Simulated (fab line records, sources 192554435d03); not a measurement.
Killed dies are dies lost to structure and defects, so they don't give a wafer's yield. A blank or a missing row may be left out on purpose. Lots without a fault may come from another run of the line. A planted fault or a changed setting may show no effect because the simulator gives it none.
fab line records | flow n5_finfet
record lots=4 wafers=12 last_day=17
route steps=1938 shown WELL_APT@36 PMOS_HMC_CHANNEL_EPI@57 BEOL_M4@1111
lots that met no fault: from a run of the same line without faults
start_h: hours from the record's first day to the start of the lot's first wafer shown | wait_h: hours since the lot's step before | " the same as in the row above | L1.1+2: a row that stands for several wafers | - no value, or no start given | * or withheld: withheld | < > ~ a bound
route shown NAME@n: a module of which the file shows steps, and the number in the route of the first | usual: mean/standard deviation of fault-free wafers | same: alike in all rows | chamber/n: place in a boat | sites: the reading at each site | _std_site: their standard deviation | _edge_site: outer sites' mean less inner sites' | radius_mm: how far each site lies from the wafer's centre | mask NAME#n: copy n | behind: the tool/chamber that last shaped the wafer | hold: why the lot was held/for how many hours/how that ended | device: the transistor (n, p or np) that didn't switch | end of line: the same wafers' tests at the end of the route | a step without rows: its recipe alone | killed: dies lost to structure and defects at the first sort, not the wafer's yield | map: a wafer's dies, x killed, . not, _ none there
set.NAME: the setting as run; set.NAME@STEP: as run at that earlier step | model.NAME: the simulator's own value behind a step, which no gauge read
lots at some steps of the route; a table a step, a row a wafer
services: from which hour (start_h, from the record's first day; less than 0 if before it) a tool's chamber was out of use, for how many hours, and why
## steps
# step N5_WELL_APT_COAT_19
# recipe spin_rpm=1357 resist_thk_nm=950
# step N5_WELL_APT_EBR_21
# recipe solvent=PGMEA ebr_width_mm=1.5
# step N5_WELL_APT_SOFTBAKE_20
# recipe temp_c=130 time_s=60
# step N5_WELL_APT_EXPOSE_22
# recipe mask_id=PWELL na=0.8 source_shape=conventional sigma_outer=0.8 polarization=unpolarized defocus_nm=0 target_cd_nm=200 dose_mj=23.2
# step N5_WELL_APT_PEB_23
# recipe peb_temp_c=130 peb_time_s=90
# step N5_WELL_APT_DEVELOP_24
# recipe develop_time_s=45 rinse_liquid=surfactant_rinse dry=air_spin dev_temp_c=21
# step N5_WELL_APT_HARDBAKE_29
# recipe temp_c=130 time_s=120
# step N5_WELL_APT_DESCUM_30
# recipe chemistry=O2 time_s=7.9 source_power_w=50 bias_power_w=20 pressure_mtorr=20 rf_frequency_hz=2.712e+07 temp_c=40 o2_flow_sccm=225
# step N5_WELL_APT_IMPLANT_31
# recipe species=B energy_kev=60 dose_cm2=1.5e+13 tilt_deg=0 rotation_deg=0
# step N5_WELL_APT_IMPLANT_32
# recipe species=BF2 energy_kev=50 dose_cm2=2e+13 tilt_deg=0 rotation_deg=0
# usual dose_ions_cm2=1.9997e+13/2.3e+10 faraday_current_uA=254/4.7
# columns lot.wafer tool chamber start_h wait_h dose_ions_cm2 faraday_current_uA
L313.1 implanter-02 0 63.30 0.1 1.9953e+13 258
L313.2 " 0 " " 1.9973e+13 254
L313.5 " 0 " " 1.9978e+13 250
L316.1 implanter-02 0 81.60 0.1 2.3211e+13 296
L316.2 " 0 " " 2.3207e+13 294
L316.4 " 0 " " 2.3227e+13 280
L318.3 implanter-02 0 95.18 0.1 2.3233e+13 292
L318.4 " 0 " " 2.3225e+13 305
L318.6 " 0 " " 2.3206e+13 293
L325.1 implanter-01 0 135.50 0.1 2.0006e+13 253
L325.5 " 0 " " 2.0009e+13 251
L325.6 " 0 " " 2.0006e+13 253
# step N5_WELL_APT_STRIP_33
# recipe chemistry=SPM time_s=900 temp_c=130 h2so4_h2o2_vol_ratio=4 dry=ipa_marangoni
# step N5_WELL_APT_RTA_34
# recipe temp_c=1000 time_s=10 ambient=N2 idle_temp_c=600 ramp_up_c_per_s=150 ramp_down_c_per_s=60 cool_to_c=600
# step N5_WELL_APT_OXIDE_STRIP_42
# recipe chemistry=dHF dilution=25:1 time_s=45 temp_c=25 target=SiO2 target_depth_a=120
# step N5_WELL_APT_PRECLEAN_36
# recipe chemistry=O3/DIW time_s=45 temp_c=22 o3_ppm=10
# step N5_WELL_APT_PRECLEAN_39
# recipe chemistry=dHF time_s=60 dilution=150:1 temp_c=25
# step N5_WELL_APT_SRD_37
# recipe dry=ipa_marangoni do_ppb=5 time_s=30 temp_c=23 rinse_liquid=diw
# step N5_WELL_APT_EPI_41
# recipe material=Si target_thk_a=500 temp_c=650 precursor=SiH4/H2 pressure_torr=20 time_s=297.7
# step N5_PMOS_HMC_CHANNEL_EPI_HM_DEP_34
# recipe material=SiO2 target_thk_a=360 temp_c=400 precursor=TEOS/O2 pressure_torr=6.5 rf_w=900 teos_flow_sccm=161.4 gas=O2 flow_sccm=2650 time_s=6.9
# step N5_PMOS_HMC_CHANNEL_EPI_COAT_31
# recipe resist=BARC temp_c=205 time_s=60 spin_rpm=1500 resist_thk_nm=66
# step N5_PMOS_HMC_CHANNEL_EPI_COAT_03
# recipe resist=CAR-ArF-block spin_rpm=1500 resist_thk_nm=205
# step N5_PMOS_HMC_CHANNEL_EPI_EBR_05
# recipe solvent=PGMEA ebr_width_mm=1.5
# step N5_PMOS_HMC_CHANNEL_EPI_SOFTBAKE_04
# recipe temp_c=110 time_s=60 resist=CAR-ArF-block
# step N5_PMOS_HMC_CHANNEL_EPI_EXPOSE_06
# recipe mask_id=PMOS_HMC_BLK na=1.35 source_shape=conventional sigma_outer=0.8 polarization=unpolarized target_cd_nm=240 dose_mj=41
# step N5_PMOS_HMC_CHANNEL_EPI_PEB_07
# recipe peb_temp_c=110 peb_time_s=60 resist=CAR-ArF-block
# step N5_PMOS_HMC_CHANNEL_EPI_DEVELOP_08
# recipe develop_time_s=30 developer=TMAH resist=CAR-ArF-block dev_temp_c=23 rinse_liquid=diw dry=air_spin
# step N5_PMOS_HMC_CHANNEL_EPI_DESCUM_14
# recipe chemistry=O2 time_s=7.9 source_power_w=50 bias_power_w=20 pressure_mtorr=20 rf_frequency_hz=2.712e+07 temp_c=40 resist=CAR-ArF-block o2_flow_sccm=225
# step N5_PMOS_HMC_CHANNEL_EPI_ETCH_32
# recipe chemistry=N2/H2 target=BARC stop_on=SiO2 target_depth_a=858 over_etch_frac=0.3 time_s=50.3 ion_energy_ev=200 mask_material=CAR-ArF-block pressure_mtorr=30 source_w=840 bias_w=150 n2_flow_sccm=200 h2_flow_sccm=200
# step N5_PMOS_HMC_CHANNEL_EPI_HM_OPEN_15
# recipe chemistry=CHF3/O2 target=SiO2 mask_material=CAR-ArF-block target_depth_a=406 CHF3_flow_sccm=50 O2_flow_sccm=5 Ar_flow_sccm=200 time_s=20.3 pressure_mtorr=30 source_w=650 bias_w=170 ion_energy_ev=200
# step N5_PMOS_HMC_CHANNEL_EPI_STRIP_33
# recipe chemistry=N2/H2 power_w=500 temp_c=40 pressure_mtorr=50 rf_frequency_hz=6e+07 overash_fraction=0.3 bias_power_w=8 h2_frac=0.5 n2_flow_sccm=300 h2_flow_sccm=300
# step N5_PMOS_HMC_CHANNEL_EPI_STRIP_17
# recipe chemistry=SPM time_s=750 temp_c=130 h2so4_h2o2_vol_ratio=4 dry=ipa_marangoni
# step N5_PMOS_HMC_CHANNEL_EPI_ETCH_38
# recipe chemistry=CF4 target=SiO2 target_depth_a=15 ion_energy_ev=350 pressure_mtorr=10 icp_w=800 bias_w=400 cf4_flow_sccm=80
# step N5_PMOS_HMC_CHANNEL_EPI_FIN_RECESS_16
# recipe chemistry=HBr/Cl2 target=Si mask_material=SiO2 target_depth_a=540 time_s=18 pressure_mtorr=10 icp_w=800 bias_w=75 HBr_flow_sccm=150 Cl2_flow_sccm=80
# step N5_PMOS_HMC_CHANNEL_EPI_PRECLEAN_36
# recipe chemistry=O3/DIW time_s=45 temp_c=22 o3_ppm=10
# step N5_PMOS_HMC_CHANNEL_EPI_PRECLEAN_18
# recipe chemistry=DHF time_s=30 temp_c=25 dilution=withheld
# step N5_PMOS_HMC_CHANNEL_EPI_SRD_19
# recipe dry=ipa_marangoni do_ppb=5 time_s=30 temp_c=23 rinse_liquid=diw
# step N5_BEOL_M4_RC_MEAS_101
# usual CJ_N=4.37/0.08 DIBL_N=36.9/1.7 DIBL_P=37.3/2.3 IOFF_N=0.16/0.033 IOFF_P=0.22/0.04 ION_N=673/12 ION_P=463/8 SS_N=71.6/0.58 SS_P=73.4/0.74 VT_N=250/3.2 VT_P=-250/3.4
# columns lot.wafer tool chamber start_h wait_h CJ_N DIBL_N[mV/V] DIBL_P[mV/V] IOFF_N[nA/um] IOFF_P[nA/um] ION_N[uA/um] ION_P[uA/um] SS_N[mV/dec] SS_P[mV/dec] VT_N[mV] VT_P[mV]
L313.1 prober-02 0 216.99 0.0 4.43 35.8 36.0 0.14 0.18 670 462 71.4 72.7 255 -253
L313.2 " 0 " " 4.46 40.1 41.3 0.21 0.28 676 468 72.9 74.5 250 -248
L313.5 " 0 " " 4.52 37.4 37.6 0.15 0.21 663 460 71.5 72.8 254 -251
L316.1 prober-01 0 242.29 0.0 4.90 35.8 35.8 0.13 0.19 671 464 71.3 72.4 253 -251
L316.2 " 0 " " 4.90 38.0 37.8 0.17 0.23 678 463 70.9 73.7 248 -249
L316.4 " 0 " " 4.76 33.0 32.9 0.09 0.15 641 456 70.3 72.1 256 -250
L318.3 prober-01 0 254.86 0.3 4.94 35.6 34.4 0.14 0.18 686 461 71.5 73.0 252 -251
L318.4 " 0 " " 4.73 38.4 38.5 0.18 0.24 678 465 72.3 73.7 245 -247
L318.6 " 0 " " 4.71 36.2 37.5 0.16 0.23 676 471 71.6 73.7 248 -251
L325.1 prober-02 0 304.51 0.0 4.41 34.9 34.4 0.13 0.18 676 463 70.8 73.1 253 -254
L325.5 " 0 " " 4.29 33.5 33.3 0.11 0.17 658 448 70.9 72.9 257 -256
L325.6 " 0 " " 4.23 35.0 35.6 0.16 0.20 693 471 70.9 73.1 248 -255
## services
# columns tool chamber start_h hours kind
implanter-01 - 63.18 5.3 pm
## key
first_sign step=N5_WELL_APT_IMPLANT_32 reading=dose_ions_cm2 direction=up sigmas=99+ usual=1.9997e+13 struck=2.3218e+13
effect step=N5_WELL_APT_IMPLANT_32 reading=faraday_current_uA direction=up sigmas=8.4 usual=254 struck=293
effect step=N5_BEOL_M4_RC_MEAS_101 reading=CJ_N direction=up sigmas=5.7 usual=4.37 struck=4.82
met_at N5_WELL_APT_IMPLANT_32
struck_wafers L316.1,L316.2,L316.4,L318.3,L318.4,L318.6
onset_between 63.30 81.60
fault kind=process_parameter_drift tool=implanter-02 chamber=- onset_h=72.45 steps=N5_WELL_APT_IMPLANT_32 channel=dose_cm2 offset=3.2057e+12 shape=step end_h=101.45 acts_in=these_recipes_only stated=2e+13
